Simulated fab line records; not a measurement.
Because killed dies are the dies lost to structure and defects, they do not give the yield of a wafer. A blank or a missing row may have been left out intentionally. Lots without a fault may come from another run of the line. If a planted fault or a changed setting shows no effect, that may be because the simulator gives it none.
Which of the tools did it?	flow nand-harc	6 lots, 18 wafers sampled, at 4 steps of a route of 1159

WHAT THE GAUGES READ, wafer by wafer
NHARC_END_SORT_01.
lot	measured	on	killed-at-other
L793	day 21 22:07	prober-02	1 0 0
L802	day 24 13:27	prober-02	1 4 6

TOOL THAT RAN EACH LOT (tool first, then ch and the chambers of the sampled wafers, then the start)
lot	NHARC_THIN_TSV_DESCUM_14	NHARC_THIN_TSV_PVD_51	NHARC_THIN_TSV_ECD_20
L787	rie-diel-01 ch 0,1, day 19 01:11	pvd-sputter-03, day 19 04:34 or earlier	ecd-cu-02 ch 0,1, day 19 04:34
L785	rie-diel-07 ch 0,1,2, day 19 03:29	pvd-sputter-03, day 19 06:36 or earlier	ecd-cu-01 ch 1, day 19 06:36
L786	rie-diel-01 ch 1,2, day 19 18:10	pvd-sputter-01, day 19 21:53 or earlier	ecd-cu-02 ch 0,1, day 19 21:53
L793	rie-diel-01 ch 0,3, day 21 02:16	pvd-sputter-02, day 21 05:25 or earlier	ecd-cu-01 ch 0,1, day 21 05:25
L802	rie-diel-07 ch 2,3, day 23 21:17	pvd-sputter-02, day 24 00:21 or earlier	ecd-cu-01 ch 1, day 24 00:21
L805	rie-diel-01 ch 2,3, day 24 21:41	pvd-sputter-01, day 25 01:07 or earlier	ecd-cu-01 ch 0,1, day 25 01:07
- NHARC_THIN_TSV_DESCUM_14: chemistry O2, time 3 s.
- NHARC_THIN_TSV_PVD_51: deposits Cu, target thk 100 nm.
- NHARC_THIN_TSV_ECD_20: material Cu, target thk 2000 nm.

THE ANSWER, worked out from the rows above alone
Rule: the lots themselves supply what counts as usual. The widest of any qualifying gaps counts: lots, ordered by their means at a reading, are off when they make up no more than a third of the lots, leave a main group of 4 or more, and stand apart from it by 3 or more times the standard deviation of that group's means. A main group is skipped when, at the precision printed for the reading in the tables above, its means are all equal. Also off: a lot with no number at a reading for which 4 or more lots have one. All remaining lots with rows at the step are treated as sound.
Nothing can be told from this: no lot is off at any reading shown.

WHAT HAD BEEN PUT IN BY THE SIMULATOR
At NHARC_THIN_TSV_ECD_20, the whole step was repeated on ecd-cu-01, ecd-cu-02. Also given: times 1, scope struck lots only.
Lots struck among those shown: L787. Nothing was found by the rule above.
